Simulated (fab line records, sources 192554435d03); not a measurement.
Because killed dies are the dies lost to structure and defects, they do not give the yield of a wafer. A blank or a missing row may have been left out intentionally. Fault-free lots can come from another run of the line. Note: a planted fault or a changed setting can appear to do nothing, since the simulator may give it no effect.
fab line records | flow n5Finfet
record: lots: 24 wafers: 72 lastDay: 19
route steps=1938 shown BEOL_M2@866 BEOL_M3@934
lots with no fault: from the same line, run without faults
startH: the number of hours between the record's first day and the start of the first shown wafer of the lot | waitH: hours from the lot's prior step to this one | " identical to the entry in the row above | L1.1+2: a row that stands for several wafers | - value missing, or start not given | * or withheld: withheld | < > ~ a bound
route shown NAME@n: NAME is a module with steps in the file, n the number in the route of the first one | usual: mean and standard deviation over wafers with no fault | same: alike in all rows | chamber/n: place in a boat | sites: readings site by site | _std_site: their standard deviation | _edge_site: mean of outer sites minus mean of inner sites | radiusMm: for every site, how far away it sits from the centre of the wafer | mask NAME#n: copy n | behind: the most recent tool/chamber to have shaped the wafer | hold: what put the lot on hold/how long, in hours/how the hold closed | device: the transistor (n, p or np) that didn't switch | end of line: the same wafers' tests at the end of the route | for a step that has no rows: nothing shown but its recipe | killed: not the wafer's yield, but the dies lost to structure and defects at the first sort | map: per-die view of a wafer (x killed, . not killed, _ where there is no die)
set.NAME: the setting the step ran with; set.NAME@STEP: the setting that earlier step ran with | model.NAME: the simulator's own value behind a step, which no gauge read
the route's steps for a sample of lots (tables are steps, rows are wafers)
services: from which hour (startH, from the record's first day; less than 0 if before it) a tool's chamber was out of use, for how many hours, and why
== steps ==
step: N5_BEOL_M2_CD_MEAS_18
recipe: pitchNm: 36 targetCdNm: 18
usual: cdNm: 18.0/0.31
columns lot.wafer tool chamber startH waitH cdNm
L074.1 cdSem-02 - 133.78 0.0 17.8
L074.3 " - " " 17.8
L074.5 " - " " 17.9
L075.2 cdSem-03 - 147.09 0.1 17.5
L075.4 " - " " 17.7
L075.6 " - " " 18.3
L076.1 cdSem-03 - 147.29 0.0 17.9
L076.4 " - " " 18.4
L076.6 " - " " 17.6
L077.1 cdSem-01 - 148.34 0.0 18.2
L077.4 " - " " 18.2
L077.6 " - " " 17.2
L078.2 cdSem-03 - 160.48 0.1 18.0
L078.4 " - " " 17.8
L078.6 " - " " 17.6
L079.2 cdSem-03 - 171.89 0.1 18.1
L079.3 " - " " 18.0
L079.5 " - " " 17.7
L080.1 cdSem-03 - 173.65 0.0 18.5
L080.3 " - " " 17.7
L080.5 " - " " 17.9
L081.1 cdSem-01 - 173.77 0.1 17.8
L081.2 " - " " 18.1
L081.6 " - " " 18.1
L082.1 cdSem-01 - 187.06 0.0 18.4
L082.4 " - " " 17.9
L082.5 " - " " 17.7
L083.2 cdSem-03 - 190.28 0.1 18.2
L083.4 " - " " 18.0
L083.6 " - " " 17.5
L084.2 cdSem-02 - 209.58 0.1 18.1
L084.5 " - " " 18.2
L084.6 " - " " 18.4
L085.2 cdSem-03 - 212.87 0.1 18.5
L085.5 " - " " 17.8
L085.6 " - " " 17.6
L087.2 cdSem-03 - 217.87 0.1 17.3
L087.3 " - " " 18.0
L087.6 " - " " 18.8
L086.1 cdSem-01 - 221.15 0.0 17.8
L086.3 " - " " 18.6
L086.5 " - " " 18.1
L088.2 cdSem-03 - 221.60 0.1 17.4
L088.3 " - " " 18.3
L088.4 " - " " 17.2
L089.1 cdSem-03 - 227.13 0.0 17.9
L089.4 " - " " 17.7
L089.6 " - " " 17.6
L090.3 cdSem-01 - 228.14 0.1 18.0
L090.4 " - " " 17.8
L090.6 " - " " 18.0
L091.2 cdSem-01 - 244.93 0.1 17.9
L091.5 " - " " 18.3
L091.6 " - " " 17.9
L092.3 cdSem-01 - 245.48 0.1 17.8
L092.5 " - " " 18.2
L092.6 " - " " 17.5
L093.2 cdSem-01 - 251.96 0.1 18.2
L093.3 " - " " 18.1
L093.4 " - " " 18.5
L095.2 cdSem-03 - 259.86 0.1 18.3
L095.5 " - " " 18.1
L095.6 " - " " 17.5
L094.3 cdSem-02 - 259.92 0.1 17.9
L094.5 " - " " 17.7
L094.6 " - " " 18.0
L096.1 cdSem-01 - 275.90 0.1 18.0
L096.2 " - " " 18.2
L096.5 " - " " 17.3
L097.3 cdSem-02 - 284.51 0.1 17.7
L097.4 " - " " 18.4
L097.5 " - " " 18.3
step: N5_BEOL_M2_ANNEAL_87
recipe: tempC: 400 timeS: 240 ambient: vacuum
usual: heaterPowerW: 829/87 susceptor_temp_C_max: 401.0/0.45
columns lot.wafer tool chamber startH waitH heaterPowerW susceptor_temp_C_max
L074.1 pvdSputter-02 - 137.95 0.0 778 401.4
L074.3 " - " " 710 400.9
L074.5 " - " " 756 401.2
L075.2 pvdSputter-02 - 151.49 0.0 967 400.7
L075.4 " - " " 729 401.0
L075.6 " - " " 832 400.8
L077.1 pvdSputter-01 - 151.67 0.0 969 401.2
L077.4 " - " " 943 401.1
L077.6 " - " " 800 400.8
L076.1 pvdSputter-03 - 152.97 0.0 807 401.1
L076.4 " - " " 717 400.7
L076.6 " - " " 731 400.5
L078.2 pvdSputter-02 - 166.06 0.0 763 401.0
L078.4 " - " " 736 400.5
L078.6 " - " " 739 401.0
L079.2 pvdSputter-01 - 180.54 0.0 938 400.7
L079.3 " - " " 824 400.1
L079.5 " - " " 933 400.8
L080.1 pvdSputter-02 - 182.36 0.0 825 400.3
L080.3 " - " " 730 400.8
L080.5 " - " " 735 400.6
L081.1 pvdSputter-03 - 191.66 0.0 793 401.0
L081.2 " - " " 709 400.8
L081.6 " - " " 813 400.9
L082.1 pvdSputter-02 - 193.28 0.0 736 400.7
L082.4 " - " " 954 401.9
L082.5 " - " " 980 402.0
L083.2 pvdSputter-01 - 204.19 0.0 946 401.3
L083.4 " - " " 943 401.1
L083.6 " - " " 787 400.5
L084.2 pvdSputter-01 - 213.23 0.0 931 401.1
L084.5 " - " " 802 400.8
L084.6 " - " " 930 401.0
L085.2 pvdSputter-03 - 219.51 0.0 810 401.1
L085.5 " - " " 757 401.7
L085.6 " - " " 721 400.2
L087.2 pvdSputter-01 - 225.30 0.0 828 400.6
L087.3 " - " " 789 401.0
L087.6 " - " " 770 400.9
L086.1 pvdSputter-03 - 228.24 0.0 780 401.2
L086.3 " - " " 754 400.9
L086.5 " - " " 786 402.3
L088.2 pvdSputter-01 - 231.30 0.0 810 400.3
L088.3 " - " " 927 401.4
L088.4 " - " " 779 401.2
L089.1 pvdSputter-02 - 236.42 0.0 760 401.4
L089.4 " - " " 825 400.7
L089.6 " - " " 816 400.4
L090.3 pvdSputter-03 - 241.83 0.0 718 400.7
L090.4 " - " " 734 400.8
L090.6 " - " " 719 400.6
L091.2 pvdSputter-01 - 249.40 0.0 797 400.9
L091.5 " - " " 776 400.9
L091.6 " - " " 944 400.8
L092.3 pvdSputter-01 - 252.74 0.0 943 401.5
L092.5 " - " " 944 401.4
L092.6 " - " " 817 400.2
L093.2 pvdSputter-01 - 259.96 0.0 801 400.8
L093.3 " - " " 954 401.5
L093.4 " - " " 817 400.7
L095.2 pvdSputter-02 - 269.37 0.0 737 401.0
L095.5 " - " " 724 400.5
L095.6 " - " " 820 400.8
L094.3 pvdSputter-03 - 276.95 0.0 748 401.7
L094.5 " - " " 706 400.8
L094.6 " - " " 768 402.0
L096.1 pvdSputter-02 - 282.27 0.0 982 401.3
L096.2 " - " " 803 401.2
L096.5 " - " " 949 401.3
L097.3 pvdSputter-03 - 315.24 0.0 744 401.1
L097.4 " - " " 718 400.1
L097.5 " - " " 799 401.5
step: N5_BEOL_M2_ANNEAL_89
recipe: tempC: 400 timeS: 240 ambient: vacuum
usual: heaterPowerW: 830/88 susceptor_temp_C_max: 401.0/0.43
columns lot.wafer tool chamber startH waitH heaterPowerW susceptor_temp_C_max
L074.1 pvdSputter-02 - 138.17 0.0 767 400.8
L074.3 " - " " 732 400.6
L074.5 " - " " 744 401.0
L075.2 pvdSputter-02 - 151.71 0.0 975 401.6
L075.4 " - " " 711 400.3
L075.6 " - " " 804 401.2
L077.1 pvdSputter-01 - 151.89 0.0 924 400.9
L077.4 " - " " 954 401.2
L077.6 " - " " 832 400.3
L076.1 pvdSputter-03 - 153.19 0.0 807 401.3
L076.4 " - " " 720 400.9
L076.6 " - " " 720 400.5
L078.2 pvdSputter-02 - 166.28 0.0 782 400.8
L078.4 " - " " 731 400.3
L078.6 " - " " 757 400.8
L079.2 pvdSputter-01 - 180.76 0.0 945 401.2
L079.3 " - " " 816 400.8
L079.5 " - " " 939 400.8
L080.1 pvdSputter-02 - 182.58 0.0 809 400.8
L080.3 " - " " 718 400.5
L080.5 " - " " 748 400.7
L081.1 pvdSputter-03 - 191.88 0.0 802 400.5
L081.2 " - " " 717 400.6
L081.6 " - " " 775 401.0
L082.1 pvdSputter-02 - 193.50 0.0 747 400.7
L082.4 " - " " 976 401.3
L082.5 " - " " 980 401.5
L083.2 pvdSputter-01 - 204.41 0.0 940 401.4
L083.4 " - " " 958 401.4
L083.6 " - " " 808 400.9
L084.2 pvdSputter-01 - 213.45 0.0 926 401.3
L084.5 " - " " 808 400.7
L084.6 " - " " 956 400.6
L085.2 pvdSputter-03 - 219.73 0.0 827 401.0
L085.5 " - " " 745 401.2
L085.6 " - " " 718 400.6
L087.2 pvdSputter-01 - 225.52 0.0 829 400.6
L087.3 " - " " 811 400.6
L087.6 " - " " 789 401.0
L086.1 pvdSputter-03 - 228.46 0.0 795 401.4
L086.3 " - " " 737 401.5
L086.5 " - " " 785 401.2
L088.2 pvdSputter-01 - 231.52 0.0 811 400.8
L088.3 " - " " 914 400.8
L088.4 " - " " 799 400.8
L089.1 pvdSputter-02 - 236.64 0.0 753 401.2
L089.4 " - " " 803 400.7
L089.6 " - " " 828 400.7
L090.3 pvdSputter-03 - 242.05 0.0 720 400.4
L090.4 " - " " 732 401.3
L090.6 " - " " 721 400.9
L091.2 pvdSputter-01 - 249.62 0.0 805 400.6
L091.5 " - " " 772 400.6
L091.6 " - " " 925 401.3
L092.3 pvdSputter-01 - 252.96 0.0 949 401.5
L092.5 " - " " 954 401.4
L092.6 " - " " 798 400.7
L093.2 pvdSputter-01 - 260.18 0.0 775 401.1
L093.3 " - " " 947 401.3
L093.4 " - " " 829 400.4
L095.2 pvdSputter-02 - 269.59 0.0 709 400.9
L095.5 " - " " 744 401.0
L095.6 " - " " 817 400.8
L094.3 pvdSputter-03 - 277.17 0.0 737 401.4
L094.5 " - " " 729 400.9
L094.6 " - " " 824 401.8
L096.1 pvdSputter-02 - 282.51 0.0 989 401.8
L096.2 " - " " 812 400.4
L096.5 " - " " 964 401.4
L097.3 pvdSputter-03 - 315.46 0.0 760 401.2
L097.4 " - " " 713 400.3
L097.5 " - " " 775 401.2
step: N5_BEOL_M2_SPUTTER_92
recipe: material: Cu targetThkA: 45 tempC: -20 chamberPressurePa: 0.07 powerW: withheld timeS: 8.29
usual: chamberPressurePa: 0.06999/0.00015 chuckSensorTempC: -15.9/0.46 throttleValvePct: 29.6/1.2
columns lot.wafer tool chamber startH waitH chamberPressurePa chuckSensorTempC throttleValvePct
L074.1 pvdSputter-02 - 138.53 0.1 0.06982 -15.5 31.6
L074.3 " - " " 0.07004 -15.9 29.0
L074.5 " - " " 0.06985 -15.8 31.5
L075.2 pvdSputter-02 - 152.07 0.1 0.07005 -15.1 29.8
L075.4 " - " " 0.06971 -16.0 29.4
L075.6 " - " " 0.07 -15.3 29.8
L077.1 pvdSputter-01 - 152.25 0.1 0.06997 -16.3 30.1
L077.4 " - " " 0.07008 -16.2 26.8
L077.6 " - " " 0.06999 -16.3 30.2
L076.1 pvdSputter-03 - 153.55 0.1 0.06999 -16.0 28.5
L076.4 " - " " 0.06971 -16.8 30.3
L076.6 " - " " 0.06997 -16.7 30.3
L078.2 pvdSputter-02 - 166.64 0.1 0.0701 -15.7 31.7
L078.4 " - " " 0.06993 -15.9 29.0
L078.6 " - " " 0.06996 -15.8 31.4
L079.2 pvdSputter-01 - 181.12 0.1 0.06986 -15.8 26.8
L079.3 " - " " 0.06972 -16.1 30.0
L079.5 " - " " 0.0697 -16.1 27.1
L080.1 pvdSputter-02 - 182.94 0.1 0.06986 -15.0 29.8
L080.3 " - " " 0.07 -16.0 29.4
L080.5 " - " " 0.06987 -16.0 29.2
L081.1 pvdSputter-03 - 192.24 0.1 0.07 -16.1 28.7
L081.2 " - " " 0.06986 -16.6 30.1
L081.6 " - " " 0.06992 -16.2 28.3
L082.1 pvdSputter-02 - 193.86 0.1 0.06967 -15.8 29.2
L082.4 " - " " 0.07008 -15.2 29.3
L082.5 " - " " 0.06986 -15.2 29.4
L083.2 pvdSputter-01 - 204.77 0.1 0.06983 -16.0 27.3
L083.4 " - " " 0.06996 -16.5 30.3
L083.6 " - " " 0.06991 -15.8 29.8
L084.2 pvdSputter-01 - 213.81 0.1 0.07025 -16.3 30.4
L084.5 " - " " 0.07018 -15.5 29.9
L084.6 " - " " 0.06982 -16.1 26.8
L085.2 pvdSputter-03 - 220.09 0.1 0.06985 -16.2 28.3
L085.5 " - " " 0.07002 -16.1 29.2
L085.6 " - " " 0.06996 -16.6 30.2
L087.2 pvdSputter-01 - 225.88 0.1 0.06995 -16.3 30.1
L087.3 " - " " 0.06977 -15.7 29.9
L087.6 " - " " 0.07019 -15.7 30.2
L086.1 pvdSputter-03 - 228.82 0.1 0.06997 -16.2 31.4
L086.3 " - " " 0.07009 -16.0 28.9
L086.5 " - " " 0.06996 -16.2 31.3
L088.2 pvdSputter-01 - 231.88 0.1 0.07025 -16.0 29.9
L088.3 " - " " 0.07017 -16.0 26.9
L088.4 " - " " 0.06986 -15.8 30.0
L089.1 pvdSputter-02 - 237.00 0.1 0.06992 -15.8 31.4
L089.4 " - " " 0.07003 -15.3 29.8
L089.6 " - " " 0.07017 -15.0 29.7
L090.3 pvdSputter-03 - 242.41 0.1 0.06991 -16.6 30.0
L090.4 " - " " 0.07013 -16.0 29.0
L090.6 " - " " 0.06988 -16.6 30.3
L091.2 pvdSputter-01 - 249.98 0.1 0.07002 -15.7 29.9
L091.5 " - " " 0.07013 -15.7 30.1
L091.6 " - " " 0.07002 -16.1 26.9
L092.3 pvdSputter-01 - 253.32 0.1 0.0701 -16.2 27.3
L092.5 " - " " 0.07015 -16.5 30.1
L092.6 " - " " 0.07002 -16.1 30.3
L093.2 pvdSputter-01 - 260.54 0.1 0.07011 -15.6 29.9
L093.3 " - " " 0.06999 -16.2 30.2
L093.4 " - " " 0.07031 -16.2 29.9
L095.2 pvdSputter-02 - 269.95 0.1 0.07001 -16.0 29.5
L095.5 " - " " 0.07007 -16.0 29.4
L095.6 " - " " 0.06988 -15.1 29.9
L094.3 pvdSputter-03 - 277.53 0.1 0.06992 -16.0 29.0
L094.5 " - " " 0.07025 -16.6 30.0
L094.6 " - " " 0.06992 -16.3 30.8
L096.1 pvdSputter-02 - 282.90 0.1 0.07029 -15.1 29.7
L096.2 " - " " 0.07007 -15.1 29.5
L096.5 " - " " 0.07021 -15.2 29.7
L097.3 pvdSputter-03 - 315.82 0.1 0.06997 -16.0 28.9
L097.4 " - " " 0.07022 -16.4 30.1
L097.5 " - " " 0.06992 -16.4 31.1
step: N5_BEOL_M2_CMP_52
recipe: stopOn: SiOC tOverpolishS: 6.8 downForcePsi: 1 platenRpm: 50 clearingPlatenDownForcePsi: 1.5 clearingPlatenRpm: 50 postCmpClean: cuAlkaline targetThkNm: 40 clearingPlatenPadVelocityMS: 0.99484 padVelocityMS: 0.99484
usual: barrierFieldEndpointS: 24.8/0.59 edgeZonePressureFrac: 1.000/0.0053 motorCurrentA: 6.3/0.7 overpolishRunS: 6.801/0.0094 retainingRingPressureFrac: 1.000/0.0044 timeToEndpointS: 63.5/3
same: tOverpolishS: 6.8
columns lot.wafer tool chamber startH waitH barrierFieldEndpointS edgeZonePressureFrac motorCurrentA overpolishRunS retainingRingPressureFrac timeToEndpointS
L074.1 cmp-03 1 139.46 0.3 25.0 0.994 6.4 6.787 0.999 69.3
L074.3 " 0 " " 24.3 0.997 6.2 6.794 1.003 63.8
L074.5 " 1 " " 25.1 0.998 6.3 6.810 0.996 69.1
L075.4 cmp-02 2 153.00 0.1 24.9 0.993 6.1 6.805 0.995 62.2
L075.2 " 0 " " 25.7 0.999 7.8 6.798 0.999 65.6
L075.6 " 2 " " 25.2 1.002 6.0 6.815 0.998 63.7
L077.1 cmp-03 0 153.53 0.3 24.1 0.994 6.0 6.799 0.996 63.3
L077.4 " 1 " " 25.8 0.992 6.5 6.800 1.003 71.2
L077.6 " 0 " " 24.7 0.995 6.0 6.802 0.996 67.4
L076.4 cmp-02 0 154.52 0.2 24.7 0.998 7.3 6.814 1.002 65.5
L076.1 " 1 " " 24.5 0.997 6.3 6.811 0.995 65.0
L076.6 " 0 " " 24.8 0.994 7.9 6.814 0.997 62.3
L078.4 cmp-02 3 167.58 0.1 25.0 0.999 6.0 6.805 1.002 63.1
L078.2 " 2 " " 24.3 0.999 5.9 6.798 1.001 60.1
L078.6 " 0 " " 25.6 1.004 7.5 6.797 1.003 64.8
L079.2 cmp-04 2 182.06 0.2 24.3 1.000 6.7 6.786 0.994 62.6
L079.3 " 0 " " 23.3 0.993 6.8 6.796 0.990 56.8
L079.5 " 3 " " 24.8 1.000 7.3 6.799 1.000 64.3
L080.3 cmp-02 2 183.95 0.2 24.3 1.010 6.1 6.811 1.002 61.5
L080.1 " 3 " " 23.5 1.000 6.0 6.807 1.003 62.4
L080.5 " 0 " " 24.2 1.010 7.4 6.797 1.006 64.3
L082.4 cmp-02 3 194.87 0.2 24.8 1.002 5.9 6.800 0.998 64.1
L082.1 " 0 " " 25.0 0.991 7.2 6.803 1.000 64.4
L082.5 " 1 " " 25.3 1.000 6.4 6.806 1.001 66.1
L081.1 cmp-03 1 200.49 0.3 24.6 1.002 6.6 6.811 1.001 64.1
L081.2 " 2 " " 23.1 0.999 6.2 6.807 0.995 58.3
L081.6 " 3 " " 24.5 0.998 4.9 6.779 0.997 61.9
L083.4 cmp-04 2 205.87 0.1 25.1 1.008 6.9 6.790 1.000 61.3
L083.2 " 0 " " 24.0 0.997 6.6 6.802 0.999 57.4
L083.6 " 2 " " 24.7 1.003 6.9 6.797 1.000 61.8
L084.2 cmp-03 2 214.78 0.2 23.7 1.005 6.3 6.806 1.009 58.4
L084.6 " 1 " " 24.7 0.994 6.6 6.807 0.998 61.1
L084.5 " 2 " " 23.3 1.005 5.9 6.815 0.993 57.0
L085.2 cmp-04 1 221.10 0.3 24.4 0.999 6.1 6.802 1.004 67.0
L085.5 " 3 " " 24.1 1.002 7.3 6.801 0.997 66.8
L085.6 " 0 " " 24.6 0.998 6.5 6.797 0.994 62.8
L087.3 cmp-03 3 226.96 0.3 25.1 1.007 5.1 6.791 0.993 64.1
L087.2 " 0 " " 24.9 1.008 6.0 6.804 1.009 63.8
L087.6 " 3 " " 25.8 1.005 5.1 6.795 0.995 64.0
L086.1 cmp-04 1 230.21 0.3 24.7 1.005 6.3 6.800 0.997 64.6
L086.3 " 3 " " 24.9 1.001 7.5 6.782 0.997 65.2
L086.5 " 2 " " 24.7 1.014 6.8 6.797 1.004 63.4
L088.3 cmp-03 3 233.20 0.5 24.4 1.000 5.0 6.815 0.993 64.9
L088.2 " 1 " " 24.7 0.993 6.9 6.813 1.004 68.6
L088.4 " 2 " " 24.6 1.000 6.2 6.803 1.007 62.0
L089.1 cmp-04 3 237.93 0.3 24.6 1.004 7.4 6.809 1.001 63.9
L089.4 " 2 " " 24.5 0.995 6.9 6.790 1.003 59.3
L089.6 " 0 " " 24.0 1.005 6.2 6.806 0.996 58.6
L090.3 cmp-04 2 243.41 0.2 24.8 0.997 6.9 6.796 0.999 59.0
L090.4 " 3 " " 25.2 1.001 7.2 6.787 1.000 63.2
L090.6 " 1 " " 25.8 1.002 6.4 6.785 1.004 63.3
L091.2 cmp-04 3 250.92 0.2 25.2 1.006 7.4 6.802 1.000 66.6
L091.6 " 3 " " 25.2 1.001 7.3 6.815 1.003 64.0
L091.5 " 0 " " 24.9 1.000 6.4 6.798 0.996 63.6
L092.3 cmp-03 3 254.34 0.2 25.2 0.994 5.2 6.801 1.000 63.5
L092.6 " 1 " " 25.7 0.999 6.2 6.794 0.997 66.1
L092.5 " 2 " " 24.4 1.002 6.5 6.787 1.004 57.8
L093.2 cmp-03 3 261.76 0.4 25.7 1.001 4.8 6.803 1.001 66.1
L093.3 " 0 " " 24.9 0.995 6.1 6.809 0.987 65.3
L093.4 " 2 " " 25.7 0.994 6.1 6.802 0.997 61.3
L095.2 cmp-02 1 270.89 0.2 25.1 0.999 6.4 6.803 1.010 66.9
L095.6 " 1 " " 24.9 0.999 6.5 6.808 1.005 65.7
L095.5 " 2 " " 24.9 1.008 6.5 6.788 0.994 63.0
L094.3 cmp-03 1 278.58 0.3 25.1 0.994 6.3 6.802 0.993 66.5
L094.6 " 2 " " 24.4 0.997 6.2 6.794 0.998 59.8
L094.5 " 3 " " 25.2 1.005 4.9 6.790 0.997 63.3
L096.1 cmp-02 3 283.97 0.3 25.1 1.002 5.8 6.792 1.002 68.3
L096.2 " 0 " " 24.4 0.999 7.9 6.798 1.008 64.8
L096.5 " 3 " " 25.3 1.000 5.9 6.811 1.005 66.8
L097.3 cmp-04 1 316.85 0.2 25.6 0.998 6.7 6.780 1.004 66.0
L097.4 " 2 " " 25.7 0.997 6.7 6.793 0.989 67.2
L097.5 " 0 " " 24.2 1.003 6.6 6.792 0.996 61.8
step: N5_BEOL_M3_HM_DEP_02
recipe: material: TiN targetThkA: 200 tempC: 25 chamberPressurePa: 0.49996
usual: chamberPressurePa: 0.4999/0.00095 throttleValvePct: 29.6/1.1
columns lot.wafer tool chamber startH waitH chamberPressurePa throttleValvePct
L074.1 pvdSputter-02 - 142.47 2.3 0.4995 29.5
L074.3 " - " " 0.4996 29.4
L074.5 " - " " 0.5017 29.8
L075.2 pvdSputter-03 - 154.51 0.8 0.4993 28.3
L075.4 " - " " 0.4999 30.1
L075.6 " - " " 0.4996 28.5
L077.1 pvdSputter-03 - 154.61 0.3 0.4997 28.4
L077.4 " - " " 0.5001 28.3
L077.6 " - " " 0.5007 30.0
L076.1 pvdSputter-03 - 155.30 0.1 0.5010 28.3
L076.4 " - " " 0.5000 28.5
L076.6 " - " " 0.4992 30.1
L078.2 pvdSputter-01 - 169.03 0.7 0.5002 30.0
L078.4 " - " " 0.5003 30.0
L078.6 " - " " 0.5009 26.9
L079.2 pvdSputter-02 - 184.22 1.4 0.5017 29.6
L079.3 " - " " 0.4995 29.3
L079.5 " - " " 0.5007 29.4
L080.1 pvdSputter-03 - 185.25 0.6 0.4998 29.0
L080.3 " - " " 0.4991 28.6
L080.5 " - " " 0.4996 29.2
L082.1 pvdSputter-01 - 198.05 2.5 0.4978 30.0
L082.4 " - " " 0.5019 30.1
L082.5 " - " " 0.4990 30.1
L081.1 pvdSputter-03 - 201.20 0.0 0.5008 31.1
L081.2 " - " " 0.5002 28.3
L081.6 " - " " 0.4997 30.2
L083.2 pvdSputter-03 - 208.60 2.0 0.4997 29.2
L083.4 " - " " 0.4997 28.6
L083.6 " - " " 0.4999 30.4
L084.2 pvdSputter-02 - 216.18 0.7 0.5005 29.5
L084.5 " - " " 0.4992 29.6
L084.6 " - " " 0.5011 31.5
L085.2 pvdSputter-03 - 222.55 0.8 0.4980 31.2
L085.5 " - " " 0.4990 29.0
L085.6 " - " " 0.4990 30.1
L087.2 pvdSputter-02 - 229.42 1.6 0.4995 30.0
L087.3 " - " " 0.4985 31.6
L087.6 " - " " 0.4991 29.2
L086.1 pvdSputter-01 - 232.90 1.9 0.5012 30.1
L086.3 " - " " 0.5000 30.1
L086.5 " - " " 0.5014 29.9
L088.2 pvdSputter-02 - 234.66 0.7 0.4998 29.3
L088.3 " - " " 0.4987 29.7
L088.4 " - " " 0.5003 31.6
L089.1 pvdSputter-02 - 239.54 0.9 0.4995 29.3
L089.4 " - " " 0.5006 29.7
L089.6 " - " " 0.4998 29.5
L090.3 pvdSputter-01 - 244.59 0.5 0.5000 30.6
L090.4 " - " " 0.5007 29.9
L090.6 " - " " 0.5006 26.9
L091.2 pvdSputter-03 - 252.11 0.5 0.4987 30.9
L091.5 " - " " 0.4982 29.1
L091.6 " - " " 0.4993 28.3
L092.3 pvdSputter-03 - 257.53 2.5 0.5009 29.1
L092.5 " - " " 0.4986 28.3
L092.6 " - " " 0.5006 28.8
L093.2 pvdSputter-03 - 264.16 1.7 0.4999 28.4
L093.3 " - " " 0.4989 30.3
L093.4 " - " " 0.5008 28.9
L095.2 pvdSputter-01 - 273.91 2.3 0.5001 29.8
L095.5 " - " " 0.5003 27.4
L095.6 " - " " 0.5010 30.2
L094.3 pvdSputter-03 - 280.05 0.7 0.4989 28.3
L094.5 " - " " 0.4994 29.1
L094.6 " - " " 0.4995 28.4
L096.1 pvdSputter-03 - 286.81 2.1 0.4991 30.1
L096.2 " - " " 0.4983 31.1
L096.5 " - " " 0.5004 30.2
L097.3 pvdSputter-01 - 319.31 1.7 0.4999 27.2
L097.4 " - " " 0.4984 30.0
L097.5 " - " " 0.4998 30.1
== services ==
columns tool chamber startH hours kind
pvdSputter-01 - 115.70 5.3 repair
cmp-04 - 129.99 4.7 pm
cmp-02 - 130.92 1.4 repair
cmp-02 - 142.79 4.0 pm
cmp-02 - 146.79 - consumableReplace:conditioner
cmp-02 - 146.79 - consumableReplace:pad
cmp-04 - 150.54 5.1 repair
cmp-02 - 207.76 20.2 pm
cmp-03 - 222.93 2.0 repair
cmp-04 - 223.35 3.7 repair
cmp-03 - 239.45 2.6 repair
cmp-03 - 256.88 0.8 repair
cmp-04 - 258.84 4.0 pm
cmp-04 - 262.84 - consumableReplace:conditioner
cmp-04 - 262.84 - consumableReplace:pad
cmp-03 - 265.70 3.4 pm
cmp-04 - 278.23 0.5 repair
cmp-02 - 282.50 0.3 repair
cmp-02 - 297.28 0.4 repair
cmp-02 - 312.73 1.5 repair
cmp-03 - 318.99 4.0 pm
== key ==
fault none
